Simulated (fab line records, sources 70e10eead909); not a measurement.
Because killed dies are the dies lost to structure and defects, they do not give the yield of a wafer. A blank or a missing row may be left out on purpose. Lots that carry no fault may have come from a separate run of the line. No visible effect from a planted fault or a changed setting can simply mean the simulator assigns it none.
Chamber matching :: flow nand harc :: NHARC_A_CHANNEL_FILL_D2_ALD_25 on ald hk-01 has 4 sister chambers
The step deposits SiOx, target thk 60 nm, pulse time 10 s, ald cycles 600. 16 wafers are shown with their chamber, then 8 later ones without.

== WAFERS PAIRED WITH THEIR CHAMBERS ==
wafer: L074.1
chamber: 0
heater power w (W): 549
precursor pulse height rel: 1.008

wafer: L074.2
chamber: 3
heater power w (W): 476
precursor pulse height rel: 1.014

wafer: L074.5
chamber: 0
heater power w (W): 540
precursor pulse height rel: 0.989

wafer: L078.2
chamber: 1
heater power w (W): 455
precursor pulse height rel: 0.990

wafer: L078.3
chamber: 2
heater power w (W): 437
precursor pulse height rel: 1.007

wafer: L078.5
chamber: 3
heater power w (W): 473
precursor pulse height rel: 0.990

wafer: L082.3
chamber: 1
heater power w (W): 439
precursor pulse height rel: 0.987

wafer: L082.1
chamber: 3
heater power w (W): 476
precursor pulse height rel: 0.967

wafer: L082.6
chamber: 0
heater power w (W): 546
precursor pulse height rel: 1.003

wafer: L086.1
chamber: 3
heater power w (W): 489
precursor pulse height rel: 1.009

wafer: L086.2
chamber: 0
heater power w (W): 557
precursor pulse height rel: 1.002

wafer: L086.5
chamber: 3
heater power w (W): 471
precursor pulse height rel: 1.020

wafer: L087.4
chamber: 0
heater power w (W): 567
precursor pulse height rel: 0.993

wafer: L087.5
chamber: 1
heater power w (W): 450
precursor pulse height rel: 1.009

wafer: L087.6
chamber: 2
heater power w (W): 444
precursor pulse height rel: 1.037

wafer: L090.1
chamber: 2
heater power w (W): 445
precursor pulse height rel: 0.975

SIGNATURES (means of the wafers above)
reading: heater power w
chamber 0: 551.80
chamber 1: 448.00
chamber 2: 442.00
chamber 3: 477.00
scatter within a chamber: 8.21

reading: precursor pulse height rel
chamber 0: 0.99900
chamber 1: 0.99533
chamber 2: 1.00633
chamber 3: 1.00000
scatter within a chamber: 0.019
Rule: for each reading, subtract the chamber's mean from the wafer's reading, divide by that reading's scatter and square the result; add these up over the readings and take the root, which gives the wafer's distance from the chamber. If the next closest chamber is less than 2 further off than the closest, the wafer can't be placed; otherwise it belongs to the closest. The scatter: take each reading less its chamber's mean, square it, sum over the shown wafers, divide by the number of wafers less the number of chambers, and take the root.

== WAFERS WHOSE CHAMBER IS MISSING ==
wafer: L090.4
heater power w (W): 429
precursor pulse height rel: 0.981

wafer: L090.5
heater power w (W): 443
precursor pulse height rel: 0.983

wafer: L091.4
heater power w (W): 473
precursor pulse height rel: 0.999

wafer: L091.2
heater power w (W): 438
precursor pulse height rel: 1.029

wafer: L091.5
heater power w (W): 478
precursor pulse height rel: 0.976

wafer: L097.3
heater power w (W): 465
precursor pulse height rel: 1.006

wafer: L097.1
heater power w (W): 433
precursor pulse height rel: 0.981

wafer: L097.6
heater power w (W): 543
precursor pulse height rel: 1.011

== CHAMBER TAKEN BY EACH ==
wafer: L090.4
from the rows above: can't be placed: 2 or 1
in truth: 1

wafer: L090.5
from the rows above: can't be placed: 1 or 2
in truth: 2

wafer: L091.4
from the rows above: 3
in truth: 3

wafer: L091.2
from the rows above: can't be placed: 2 or 1
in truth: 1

wafer: L091.5
from the rows above: 3
in truth: 3

wafer: L097.3
from the rows above: can't be placed: 3 or 1 or 2
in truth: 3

wafer: L097.1
from the rows above: can't be placed: 2 or 1
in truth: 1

wafer: L097.6
from the rows above: 0
in truth: 0
Correctly placed: 3 of 8. These rows do not allow placing 5 (true chamber among the candidates in 5). Wrongly placed: 0.
